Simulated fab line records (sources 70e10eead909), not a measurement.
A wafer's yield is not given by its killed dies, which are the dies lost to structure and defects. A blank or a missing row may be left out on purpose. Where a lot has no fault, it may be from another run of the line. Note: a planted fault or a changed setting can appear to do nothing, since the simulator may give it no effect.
fab line records    flow nandHarc
record lots=5  wafers=14  lastDay=25
route steps=1159 shown A_WL_FILL@811
lots untouched by any fault: they come from a run of this same line in which no faults occurred
startH: hours from the record's opening day to when the first of the lot's shown wafers began    waitH: how many hours have passed since the lot's step before this one    " identical to the entry in the row above    L1.1+2: a row that stands for several wafers    - no value present, or no start provided    * or withheld: withheld    < > ~ a bound
route shown NAME@n: a module of which the file shows steps, and the number in the route of the first    usual: the fault-free wafers' mean and standard deviation    same: alike in all rows    chamber/n: place in a boat    sites: readings site by site    _std_site: how widely they spread, as a standard deviation    _edge_site: outer sites' mean less inner sites'    radiusMm: for every site, how far away it sits from the centre of the wafer    mask NAME#n: copy n    behind: the most recent tool/chamber to have shaped the wafer    hold: why the lot was held/for how many hours/how that ended    device: which transistor (n, p or np) failed to switch    end of line: tests of these same wafers at the route's end    a step given without rows: its recipe and nothing more    killed: the dies lost at the first sort to structure and to defects; this is not the yield of the wafer    map: dies across one wafer; x = killed, . = not, _ = none there
set.NAME: the setting the step ran with; set.NAME@STEP: the setting that earlier step ran with    model.NAME: the simulator's own value behind a step, which no gauge read
lots at some steps of the route; a table a step, a row a wafer
services: a tool's chamber out of use, with start hour (startH, from the record's first day; less than 0 if before it), hours out, and reason
## steps
# step NHARC_A_WL_FILL_ALD_02
# recipe targetThkA=20  pulseTimeS=3  aldCycles=100  tempC=450  material=TiN
# usual heaterPowerW=1086/99  precursorPulseHeightRel=1.001/0.021
lot.wafer  tool         chamber  startH  waitH  heaterPowerW  precursorPulseHeightRel
L821.3     aldMetal-01  0        345.32  0.2    1174          1.032
L821.1     "            1        "       "      1131          0.974
L821.5     "            1        "       "      1122          1.030
L820.1     aldMetal-01  1        348.54  0.2    1146          0.975
L820.4     "            2        "       "      1230          1.000
L820.6     "            1        "       "      1140          1.011
L827.2     aldMetal-02  2        392.93  0.2    1044          0.979
L827.5     "            2        "       "      1061          1.023
L831.3     aldMetal-02  2        407.27  0.1    1048          0.994
L831.6     "            2        "       "      1064          1.013
L831.5     "            3        "       "      1029          1.002
L841.1     aldMetal-02  0        476.90  0.2    1028          0.977
L841.4     "            3        "       "      1021          1.001
L841.5     "            1        "       "      1255          0.994
# step NHARC_A_WL_FILL_CVD_03
# recipe targetThkA=400  tempC=300  pressureTorr=40  wf6FlowSccm=40  h2FlowSccm=1600  arFlowSccm=1560  timeS=3302  material=W
# step NHARC_A_WL_FILL_ETCHBACK_04
# recipe targetDepthA=600  timeS=120  chemistry=NF3
# usual drypumpMotorCurrentA=5.9/0.37  oesProductAu=1.007/0.0072  runLengthS=141.6/0.4
lot.wafer  tool         chamber  startH  waitH  drypumpMotorCurrentA  oesProductAu  rfHoursCounterH  runLengthS
L821.1     rieMetal-02  0        351.87  2.9    6.2                   1.023         3.8              141.6
L821.3     "            1        "       "      5.7                   1.005         -                141.9
L821.5     "            0        "       "      6.1                   0.999         -                141.7
L820.1     rieMetal-01  0        357.06  2.9    5.4                   1.005         0.3              141.4
L820.4     "            0        "       "      5.4                   1.011         -                141.5
L820.6     "            0        "       "      5.4                   1.010         -                141.3
L827.2     rieMetal-02  0        398.66  2.8    6.2                   1.001         0.0              142.4
L827.5     "            1        "       "      5.7                   1.018         -                142.1
L831.3     rieMetal-03  1        411.48  2.0    6.6                   1.006         -                141.4
L831.6     "            0        "       "      5.7                   0.998         -                141.1
L831.5     "            1        "       "      6.6                   1.003         -                141.1
L841.1     rieMetal-02  1        492.48  2.9    5.7                   1.002         3.2              141.9
L841.4     "            0        "       "      6.2                   1.018         -                141.8
L841.5     "            0        "       "      6.1                   1.013         -                142.6
# step NHARC_A_WL_FILL_ETCHBACK_05
# recipe targetDepthA=220  timeS=60  tempC=40  chemistry=Cl2/BCl3
# usual drypumpMotorCurrentA=5.9/0.37  oesProductAu=1.007/0.0072  runLengthS=81.6/0.38
lot.wafer  tool         chamber  startH  waitH  drypumpMotorCurrentA  oesProductAu  rfHoursCounterH  runLengthS
L821.1     rieMetal-02  0        352.09  0.2    6.1                   1.013         3.9              81.8
L821.3     "            0        "       "      6.2                   1.013         -                82.1
L821.5     "            1        "       "      5.7                   1.012         -                82.0
L820.1     rieMetal-01  1        357.27  0.2    5.5                   1.003         0.4              81.3
L820.4     "            0        "       "      5.3                   1.012         -                81.3
L820.6     "            1        "       "      5.5                   1.005         -                80.7
L827.2     rieMetal-02  1        398.90  0.2    5.7                   1.008         0.1              82.0
L827.5     "            1        "       "      5.7                   1.010         -                82.4
L831.3     rieMetal-03  1        411.64  0.1    6.5                   1.001         -                81.5
L831.6     "            1        "       "      6.5                   1.004         -                81.3
L831.5     "            0        "       "      5.7                   1.000         -                81.3
L841.1     rieMetal-02  1        492.72  0.2    5.7                   1.011         3.3              81.6
L841.4     "            0        "       "      6.1                   1.011         -                82.1
L841.5     "            1        "       "      5.7                   1.011         -                81.9
# step NHARC_A_WL_FILL_STRIP_27
# recipe powerW=1500  tempC=250  timeS=20  chemistry=N2/H2
# usual drypumpMotorCurrentA=5.7/0.49  heaterPowerW=347/35
lot.wafer  tool            chamber  startH  waitH  drypumpMotorCurrentA  heaterPowerW  rfHoursCounterH
L821.1     plasmaAsher-01  1        352.24  0.1    4.9                   391           18
L821.3     "               0        "       "      5.7                   332           -
L821.5     "               1        "       "      5.0                   403           -
L820.1     plasmaAsher-01  1        357.58  0.3    5.0                   404           20
L820.4     "               0        "       "      5.6                   326           -
L820.6     "               0        "       "      5.6                   337           -
L827.2     plasmaAsher-01  1        399.04  0.1    5.0                   391           40
L827.5     "               0        "       "      5.6                   334           -
L831.3     plasmaAsher-02  1        411.82  0.2    6.2                   328           -
L831.6     "               0        "       "      6.1                   307           -
L831.5     "               1        "       "      6.2                   335           -
L841.1     plasmaAsher-02  1        492.86  0.1    6.2                   339           41
L841.4     "               1        "       "      6.2                   337           -
L841.5     "               0        "       "      6.1                   309           -
# step NHARC_A_WL_FILL_STRIP_28
# recipe timeS=1200  tempC=72.5  chemistry=postEtchResidueRemover
# step NHARC_A_WL_FILL_PRECLEAN_06
# recipe timeS=300  chemistry=DIW
# step NHARC_A_WL_FILL_SRD_07
# step NHARC_A_WL_FILL_ANNEAL_08
# recipe tempC=450  timeS=1800
# step NHARC_A_WL_FILL_ALD_10
# recipe targetThkA=500  pulseTimeS=10  aldCycles=500  tempC=300  material=SiO2
# usual heaterPowerW=485/37  precursorPulseHeightRel=1.001/0.019
lot.wafer  tool      chamber  startH  waitH  heaterPowerW  precursorPulseHeightRel
L821.1     aldHk-01  2        359.35  0.1    486           1.026
L821.3     "         1        360.91  1.6    451           1.021
L821.5     "         2        "       "      495           1.010
L820.1     aldHk-01  0        362.84  0.1    550           0.984
L820.4     "         2        363.87  1.1    476           0.986
L820.6     "         1        365.42  2.6    456           1.013
L827.2     aldHk-04  0        405.86  1.1    496           1.016
L827.5     "         2        406.89  2.1    438           1.007
L831.3     aldHk-03  3        422.93  3.7    528           0.997
L831.6     "         2        424.48  5.2    525           0.987
L831.5     "         3        "       "      515           1.025
L841.1     aldHk-01  2        499.11  1.1    509           0.999
L841.4     "         0        501.16  3.1    562           1.014
L841.5     "         2        503.21  5.2    497           0.975
# step NHARC_A_WL_FILL_ETCHBACK_16
# recipe targetDepthA=880  timeS=17.6  c4f8FlowSccm=withheld  o2FlowSccm=8  arFlowSccm=withheld  rfW=600  biasW=800  chemistry=C4F8/O2/Ar
# usual oesProductAu=0.984/0.027  rfVppV=723/4.5  runLengthS=39.1/0.42
lot.wafer  tool        chamber  startH  waitH  oesProductAu  rfHoursCounterH  rfVppV  runLengthS
L821.1     rieDiel-03  0        364.05  -      0.990         3.8              727     39.9
L821.3     "           1        "       "      0.997         3.3              716     39.1
L821.5     "           3        "       "      0.985         -                716     39.2
L820.1     rieDiel-03  3        367.49  -      0.917         3.8              716     39.3
L820.4     "           1        "       "      0.915         3.4              717     38.8
L820.6     "           0        "       "      0.930         -                723     39.4
L827.2     rieDiel-03  0        409.50  -      1.002         0.3              726     39.3
L827.5     "           2        "       "      1.005         -                727     37.0
L831.3     rieDiel-11  0        427.07  -      0.967         2.9              715     39.2
L831.6     "           0        "       "      0.967         -                717     39.3
L831.5     "           1        "       "      0.989         -                724     38.6
L841.1     rieDiel-11  3        505.79  -      0.999         9.6              726     38.7
L841.5     "           3        "       "      0.994         -                727     38.7
L841.4     "           2        "       "      0.979         -                724     39.6
# step NHARC_A_WL_FILL_STRIP_29
# recipe timeS=20  o2FlowSccm=500  arFlowSccm=0  biasW=0  chemistry=O2
## services
tool            chamber  startH  hours  kind
rieDiel-11      1        322.15  3.0    repair
rieMetal-01     -        332.00  9.0    pm
aldMetal-02     0        358.18  12.8   repair
plasmaAsher-02  -        360.76  9.0    pm
aldMetal-02     -        364.10  10.0   pm
rieDiel-11      -        366.74  9.0    pm
rieDiel-03      2        381.54  4.2    repair
rieDiel-11      2        383.68  9.5    repair
rieMetal-02     -        388.00  9.0    pm
rieDiel-03      -        392.30  9.0    pm
aldMetal-01     3        394.64  1.4    repair
plasmaAsher-01  -        395.71  0.6    repair
aldMetal-01     1        409.48  7.5    repair
rieDiel-03      -        416.13  0.2    repair
rieDiel-11      0        418.15  8.5    repair
plasmaAsher-01  -        431.37  4.1    repair
plasmaAsher-02  -        443.03  9.9    repair
rieDiel-11      0        450.68  25.0   repair
rieMetal-03     -        453.13  9.0    pm
plasmaAsher-01  -        453.14  9.0    pm
rieDiel-03      2        459.77  7.3    repair
rieDiel-03      1        471.18  3.0    repair
aldMetal-02     -        500.26  1.6    repair
plasmaAsher-01  -        505.40  1.2    repair
## key
firstSign step=NHARC_A_WL_FILL_ETCHBACK_16  reading=runLengthS  direction=down  sigmas=5.1  usual=*  struck=*
effect none on later readings
metAt NHARC_A_WL_FILL_ETCHBACK_16
struckWafers L827.5
testerLeftOut L827
onsetBetween 367.49 409.50
fault kind=processParameterDrift  tool=rieDiel-03  chamber=-  onsetH=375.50  steps=NHARC_A_WL_FILL_ETCHBACK_16  channel=timeS  offset=*  shape=step  endH=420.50  scope=struckWafersOnly  actsIn=*  stated=*
# testerLeftOut: of these lots the tester's yield and bins aren't shown, on N5 and GAA mostly nor the transistor test; their killed dies are dies lost to structure and defects alone, not to doping, threshold or leakage, so they don't give the yield
